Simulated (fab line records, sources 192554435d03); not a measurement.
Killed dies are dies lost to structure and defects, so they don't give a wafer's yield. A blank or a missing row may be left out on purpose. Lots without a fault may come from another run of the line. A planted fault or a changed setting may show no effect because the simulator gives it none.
Which tool did it? | flow n5_finfet | 11 lots, 33 wafers sampled, at 1 step of a route of 1938

WHAT THE GAUGES READ, wafer by wafer
N5_BEOL_M5_OVL_MEAS_12.
lot  | measured     | on         | M5_OVL (nm)
L248 | day 9 20:16  | overlay-02 | 1.0 1.5 0.6
L250 | day 10 11:31 | overlay-01 | 0.3 -0.2 0.1
L251 | day 11 01:59 | overlay-02 | 0.1 0.8 0.1
L249 | day 11 04:55 | overlay-01 | 0.5 0.7 0.8
L254 | day 12 00:35 | overlay-01 | 0.2 -0.2 1.1
L261 | day 13 03:12 | overlay-01 | 1.7 0.5 0.9
L262 | day 14 09:46 | overlay-02 | 1.5 0.4 1.2
L266 | day 14 19:06 | overlay-01 | 1.1 0.2 0.7
L265 | day 14 19:11 | overlay-02 | 0.2 -0.3 -1.2
L267 | day 15 02:39 | overlay-02 | -0.6 -1.0 -0.8
L271 | day 15 16:14 | overlay-02 | -0.1 -0.6 -0.3

WHICH TOOL RAN EACH LOT (tool, then ch and the chambers of the sampled wafers, then the start)
The record holds no process step before these readings.

WHAT THE TOOLS THEMSELVES READ (means of the sampled wafers that have a number; where no wafer has one, the mark that the record gives instead)
The record holds no such reading with a usual standard deviation.

THE ANSWER, worked out from the rows above alone
Rule: what is usual is taken from the lots themselves. Put in order of their means at a reading, lots are off if they are a third of the lots or fewer, leave a main group of 4 or more, and stand apart from it by a gap of 3 or more times the standard deviation of the main group's means; of several such gaps the widest counts. A main group whose means are all the same, to the digits that the tables above print for the reading, isn't used. A lot without any number at a reading at which 4 lots or more have one is off too. The other lots that the step has rows for count as sound. The gauges are gone through in route order, then the tools' own readings, and for those a lot's mean is taken as printed above. The first step at which some lot is off is used, and at that step the reading that is off furthest; a lot without a number counts as furthest.
No lot is off at any reading shown: from this, nothing can be told.

WHAT THE SIMULATOR HAD PUT IN
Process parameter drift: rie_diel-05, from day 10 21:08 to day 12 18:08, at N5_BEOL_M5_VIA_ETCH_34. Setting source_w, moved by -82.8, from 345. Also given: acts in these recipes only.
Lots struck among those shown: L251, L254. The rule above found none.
